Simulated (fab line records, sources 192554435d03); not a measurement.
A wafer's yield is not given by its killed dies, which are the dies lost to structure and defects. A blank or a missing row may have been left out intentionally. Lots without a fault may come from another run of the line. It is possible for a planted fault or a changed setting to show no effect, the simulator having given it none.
A lot that was struck, set against a sound lot | flow n5Finfet | 15 out of 1938 route steps
Sound: the wafers L780.3, L780.5, L780.6. Struck: wafer L788.3. (L788.1, L788.6 of the same lot were not struck and are left out.) The cause comes at the end.
At each step with rows: each side's tool, then ch and its chambers, then its first start. Under that, the readings that differ: sound wafers | struck wafers | difference of the means | sigmas: that difference in standard deviations of wafers without a fault.
alike: same words and numbers on both sides, and readings whose means sit less than 2 such deviations apart. not compared: any withheld reading, any reading some wafer has no value for, any bound like >300 that may hide the same value, and any number with overlapping values for which the record gives no deviation.
Wherever a step has rows on one side only, a row that says differs or no value, or a row with sigmas, the two part there. When numbers do not overlap yet have no deviation, they are printed without sigmas and do not part them. Lack of a reading on every wafer of one side parts them only where that side has two or more wafers.

N5_BEOL_M6_CD_MEAS_28: target cd 40 nm.
  sound on cdSem-03 ch 0, day 9 15:16; struck on cdSem-01 ch 0, day 10 23:42
reading   | sound             | struck | difference | sigmas
cdNm (nm) | 39.92 39.82 39.78 | 40.36  | +0.52      | +2
N5_BEOL_M6_OVL_MEAS_29:
  sound on overlay-01 ch 0, day 9 15:19; struck on overlay-01 ch 0, day 10 23:44
reading     | sound          | struck | difference | sigmas
V5_OVL (nm) | -1.1 -0.6 -0.4 | 0.8    | +1.5       | +2
N5_BEOL_M6_INSPECT_30: inspects for defects (brightfield).
  struck on defectInspect-02, day 10 23:47; sound on defectInspect-02, day 9 15:22
  alike: rawDefectCount
N5_BEOL_M6_DESCUM_33: chemistry O2, time 7 s.
  sound on rieDiel-04 ch 0,3, day 9 15:23; struck on rieDiel-04 ch 1, day 10 23:49
reading              | sound             | struck | difference | sigmas
throttleValvePct (%) | 20.84 20.60 20.84 | 20.32  | -0.44      | -2
  alike: drypumpMotorCurrentA, oesProductAu, rfVppV, showerheadPlenumPTorr
  not compared: rfHoursCounterH
N5_BEOL_M6_ETCH_72: etches underlayer in N2/H2, target depth 6.5 nm, time 5.2 s.
  sound on rieDiel-04 ch 0,3, day 9 15:26; struck on rieDiel-04 ch 1, day 10 23:52
reading              | sound             | struck | difference | sigmas
throttleValvePct (%) | 18.16 18.24 18.16 | 17.77  | -0.42      | -2
  alike: biasW, drypumpMotorCurrentA, etchRfOnTimeS, oesProductAu, rfVppV, showerheadPlenumPTorr
  not compared: rfHoursCounterH
N5_BEOL_M6_ETCH_65: etches SiARC in CF4, target depth 15.6 nm, time 26 s.
  sound on rieDiel-04 ch 0,3, day 9 15:26; struck on rieDiel-04 ch 1, day 10 23:52
reading              | sound             | struck | difference | sigmas
throttleValvePct (%) | 15.88 15.94 15.89 | 15.41  | -0.49      | -3
  alike: biasW, drypumpMotorCurrentA, etchRfOnTimeS, oesProductAu, rfVppV, showerheadPlenumPTorr
  not compared: rfHoursCounterH
then, 5 steps without rows for these wafers: N5_BEOL_M6_ETCH_66 (etches SOC in N2/H2, target depth 80 nm, overetch 16 nm, time 120 s); N5_BEOL_M6_STRIP_69 (strips in N2/H2); N5_BEOL_M6_STRIP_73 (strips in N2/H2); N5_BEOL_M6_VIA_ETCH_34 (etches SiCOH lowk in C4F6/O2, target depth 126.3 nm, time 50.9 s); N5_BEOL_M6_STRIP_76 (strips in C4F6/O2).
N5_BEOL_M6_STRIP_36: strips in N2/H2.
  sound on rieDiel-04 ch 0,3, day 9 15:38; struck on rieDiel-04 ch 1, day 11 00:04
  alike: drypumpMotorCurrentA, oesProductAu, powerW, rfVppV, showerheadPlenumPTorr, throttleValvePct
  not compared: rfHoursCounterH
N5_BEOL_M6_TRENCH_ETCH_37: etches SiCOH lowk in C4F6/O2, target depth 94.435 nm, time 31.5 s.
  sound on rieDiel-04 ch 0,3, day 9 15:40; struck on rieDiel-04 ch 1, day 11 00:06
reading                           | sound             | struck | difference | sigmas
biasW (W)                         | 184.8 184.5 184.7 | 169.5  | -15.2      | -26
rfVppV (V)                        | 647 670 646       | 610    | -44        | -3
throttleValvePct (%)              | 21.26 21.24 21.24 | 20.79  | -0.46      | -3
model.etch.depthNm (nm)           | 94.98 91.91 94.91 | 91.54  | -2.39      | 
model.BEOL_M6.featureDepthNm (nm) | 95 92 95          | 91.6   | -2.4       | 
  alike: drypumpMotorCurrentA, oesProductAu, showerheadPlenumPTorr
  not compared: rfHoursCounterH
N5_BEOL_M6_ETCH_41: etches SiCN in CH3F/O2, target depth 29.7 nm, time 52 s.
  sound on rieDiel-04 ch 0,3; struck on rieDiel-04 ch 1
reading              | sound             | struck | difference | sigmas
throttleValvePct (%) | 16.61 16.64 16.60 | 16.15  | -0.47      | -3
  alike: CH3F_flow_sccm, biasW, drypumpMotorCurrentA, oesProductAu, rfVppV, showerheadPlenumPTorr
  not compared: rfHoursCounterH
then, 1 step without rows for these wafers: N5_PASSIVATION_PROBE_49.

## WHERE THEY PART
Earliest at N5_BEOL_M6_CD_MEAS_28; latest, in this record, at N5_BEOL_M6_ETCH_41.

WHY: the cause the simulator had injected
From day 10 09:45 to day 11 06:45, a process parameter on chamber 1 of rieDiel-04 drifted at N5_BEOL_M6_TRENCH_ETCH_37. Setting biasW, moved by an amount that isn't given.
